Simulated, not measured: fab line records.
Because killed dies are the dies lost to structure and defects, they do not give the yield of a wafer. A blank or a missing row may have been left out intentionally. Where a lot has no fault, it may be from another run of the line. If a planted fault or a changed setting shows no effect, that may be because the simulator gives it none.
Struck lot and sound lot, side by side | flow n5 finfet | 20 out of 1938 route steps
Sound: these wafers, L330.1, L330.2, L330.5. Struck: wafer L344.1; the same lot's L344.4 was not struck, so it is left out; see the end for the cause.
Each step with rows lists, per side, the tool, then ch with its chambers, then its first start. Under that, the readings that differ: sound wafers | struck wafers | difference of the means | sigmas: that difference in standard deviations of wafers without a fault.
alike: readings whose means differ by less than 2 such deviations, and words and numbers that are the same on both sides. not compared: withheld readings, readings that some wafer has no value for, bounds like >300 that may hide the same value, and numbers for which the record gives no deviation and whose values overlap.
The two part at a step that has a row with sigmas, a row that says differs or no value, or rows on one side only. Numbers that have no deviation but don't overlap get no sigmas and don't part them. A reading that every wafer of one side lacks parts them only if that side has two wafers or more.

first, 6 steps without rows for these wafers: N5_BEOL_M1_COAT_22 (resist thk 30 nm); N5_BEOL_M1_EBR_24; N5_BEOL_M1_SOFTBAKE_23 (time 60 s); N5_BEOL_M1_EXPOSE_25 (exposes mask V0, defocus 5 nm, target cd 24 nm); N5_BEOL_M1_PEB_26 (peb time 60 s); N5_BEOL_M1_DEVELOP_27 (develop time 30 s).
N5_BEOL_M1_CD_MEAS_28: target cd y 23.3 nm.
  sound on cd sem-01 ch 0, day 6 20:55; struck on cd sem-03 ch 0, day 10 08:53
  alike: cd nm
N5_BEOL_M1_OVL_MEAS_29:
  sound on overlay-01 ch 0, day 6 20:57; struck on overlay-01 ch 0, day 10 08:55
  alike: V0_OVL
N5_BEOL_M1_INSPECT_30: inspects for defects (brightfield).
  sound: defect inspect-02 at day 6 21:01; struck: defect inspect-01 at day 10 08:59
  reading          | sound       | struck | difference | sigmas
  raw defect count | 482 567 519 | 342    | -181       | -2
N5_BEOL_M1_DESCUM_33: chemistry O2, time 7 s.
  sound on rie diel-03 ch 0,2,3, day 6 21:02; struck on rie diel-01 ch 3, day 10 09:01
  alike: chamber pressure mTorr, drypump motor current A, oes product au, rf vpp V, showerhead plenum p Torr, throttle valve pct
  not compared: rf hours counter h
N5_BEOL_M1_ETCH_77: etches underlayer in N2/H2, target depth 6.5 nm, time 5.2 s.
  sound on rie diel-03 ch 0,2,3, day 6 21:05; struck on rie diel-01 ch 3, day 10 09:03
  alike: chamber pressure mTorr, drypump motor current A, etch rf on time s, oes product au, rf vpp V, showerhead plenum p Torr, throttle valve pct
  not compared: rf hours counter h
N5_BEOL_M1_ETCH_69: etches SiARC in CF4, target depth 15.6 nm, time 26 s.
  sound on rie diel-03 ch 0,2,3, day 6 21:05; struck on rie diel-01 ch 3, day 10 09:04
  alike: chamber pressure mTorr, drypump motor current A, etch rf on time s, oes product au, rf vpp V, showerhead plenum p Torr, throttle valve pct
  not compared: rf hours counter h
N5_BEOL_M1_ALD_98: deposits SiO2, target thk 2.5 nm, pulse time 1 s, co reactant pulse time 1 s.
  sound on ald sin-01 ch 2,3, day 6 21:10; struck on ald sin-03 ch 3, day 10 09:09
  reading                                  | sound       | struck | difference | sigmas
  ald cycles                               | 17 17 17    | 13     | -4         |
  model.SiO2_of_BEOL_M1_ALD_98.thk nm (nm) | 2.4 2.6 2.4 | 2      | +0         |
  alike: heater power w, precursor pulse height rel
N5_BEOL_M1_ETCHBACK_99: etches SiO2 in CHF3, target depth 5 nm, time 10.4 s.
  sound on rie diel-01 ch 0,1, day 6 23:31; struck on rie diel-04 ch 3, day 10 09:19
  alike: chamber pressure mTorr, drypump motor current A, oes_f_703_au, oes product au, rf vpp V, showerhead plenum p Torr, throttle valve pct
  not compared: rf hours counter h
N5_BEOL_M1_ETCH_70: etches SOC in N2/H2, target depth 80 nm, overetch 16 nm, time 120 s.
  sound on rie diel-01 ch 0,1, day 6 23:33; struck on rie diel-04 ch 3, day 10 09:20
  reading                | sound             | struck | difference | sigmas
  throttle valve pct (%) | 18.16 17.36 17.33 | 18.21  | +0.59      | +2
  alike: chamber pressure mTorr, drypump motor current A, oes product au, rf vpp V, showerhead plenum p Torr
  not compared: rf hours counter h
then, 2 steps without rows for these wafers: N5_BEOL_M1_STRIP_71 (strips in N2/H2); N5_BEOL_M1_STRIP_78 (strips in N2/H2).
N5_BEOL_M1_VIA_ETCH_34: etches the open film in C4F6/O2, target depth 67.8 nm, time 64.4 s.
  sound on rie diel-01 ch 0,1, day 6 23:39; struck on rie diel-04 ch 3, day 10 09:26
  reading                  | sound          | struck | difference | sigmas
  model.BEOL_M1.cd nm (nm) | 18.6 17.8 17.6 | 19.2   | +1.2       |
  alike: chamber pressure mTorr, drypump motor current A, oes_f_703_au, oes_o_777_au, oes product au, rf vpp V, showerhead plenum p Torr, throttle valve pct
  not compared: rf hours counter h
then, 1 step without rows for these wafers: N5_BEOL_M1_STRIP_83 (strips in C4F6/O2).
N5_BEOL_M4_RC_MEAS_101:
  sound on prober-01 ch 0, day 8 11:41; struck on prober-02 ch 0, day 11 17:36
  reading       | sound          | struck | difference | sigmas
  DIBL_N (mV/V) | 31.9 34.2 34.3 | 37.4   | +3.9       | +2
  alike: DIBL_P, IOFF_N, IOFF_P, ION_N, ION_P, SS_N, SS_P, VT_N, VT_P

## WHERE THEY PART
Last at N5_BEOL_M4_RC_MEAS_101 as far as this record goes, first at N5_BEOL_M1_INSPECT_30.

WHY: whatever the simulator had introduced
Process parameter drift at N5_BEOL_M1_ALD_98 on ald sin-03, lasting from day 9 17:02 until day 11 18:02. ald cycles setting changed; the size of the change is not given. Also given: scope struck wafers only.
